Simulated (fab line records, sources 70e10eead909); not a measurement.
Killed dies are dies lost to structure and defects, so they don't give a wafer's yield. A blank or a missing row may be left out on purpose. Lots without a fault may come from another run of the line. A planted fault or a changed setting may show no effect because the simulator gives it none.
Which tool did it? | flow nand_harc | 6 lots, 18 wafers sampled, at 3 steps of a route of 1159

WHAT THE GAUGES READ, wafer by wafer
NHARC_END_SORT_01.
lot  | measured     | on        | killed_at_periphery
L869 | day 20 20:20 | prober-02 | 7 2 4
L872 | day 21 10:19 | prober-02 | 4 5 4
L874 | day 21 18:05 | prober-01 | 4 1 4
L877 | day 22 09:40 | prober-01 | 664 669 655
L887 | day 24 14:30 | prober-02 | 1 1 1
L889 | day 24 22:14 | prober-02 | 2 3 1

WHICH TOOL RAN EACH LOT (tool, then ch and the chambers of the sampled wafers, then the start)
lot  | NHARC_P_M1_PVD_20                       | NHARC_P_M2_DEP_00
L869 | pvd_sputter-01, day 7 00:08 or earlier  | pecvd-02 ch 0,2, day 7 00:57
L872 | pvd_sputter-01, day 7 06:11 or earlier  | pecvd-02 ch 1,2, day 7 06:55
L874 | pvd_sputter-03, day 7 15:43 or earlier  | pecvd-01 ch 0,2, day 7 16:25
L877 | pvd_sputter-02, day 9 01:11 or earlier  | pecvd-02 ch 0,1,2, day 9 01:55
L887 | pvd_sputter-03, day 10 23:23 or earlier | pecvd-04 ch 0,2, day 11 00:23
L889 | pvd_sputter-03, day 11 17:44 or earlier | pecvd-02 ch 1,2, day 11 18:29
- NHARC_P_M1_PVD_20: deposits TaN, target thk 5 nm, time 8.06 s.
- NHARC_P_M2_DEP_00: deposits SiOC, target thk 182.5 nm.

THE ANSWER, worked out from the rows above alone
Rule: what is usual is taken from the lots themselves. Put in order of their means at a reading, lots are off if they are a third of the lots or fewer, leave a main group of 4 or more, and stand apart from it by a gap of 3 or more times the standard deviation of the main group's means; of several such gaps the widest counts. A main group whose means are all the same, to the digits that the tables above print for the reading, isn't used. A lot without any number at a reading at which 4 lots or more have one is off too. The other lots that the step has rows for count as sound.
Off: L877, at NHARC_END_SORT_01 (killed_at_periphery). The main group: mean 2.9, standard deviation 1.3.
A tool fits if, at a process step before that reading, it ran every lot that is off, and no sound lot after the first of them. The gauges at NHARC_END_SORT_01 are tried like those tools. NHARC_P_M1_PVD_20 gives no start for some lots, so the hours and the order of its lots are those of NHARC_P_M1_THK_MEAS_24. Can't be told from this: 2 tools fit, pvd_sputter-02 at NHARC_P_M1_PVD_20, prober-01 at NHARC_END_SORT_01.

WHAT THE SIMULATOR HAD PUT IN
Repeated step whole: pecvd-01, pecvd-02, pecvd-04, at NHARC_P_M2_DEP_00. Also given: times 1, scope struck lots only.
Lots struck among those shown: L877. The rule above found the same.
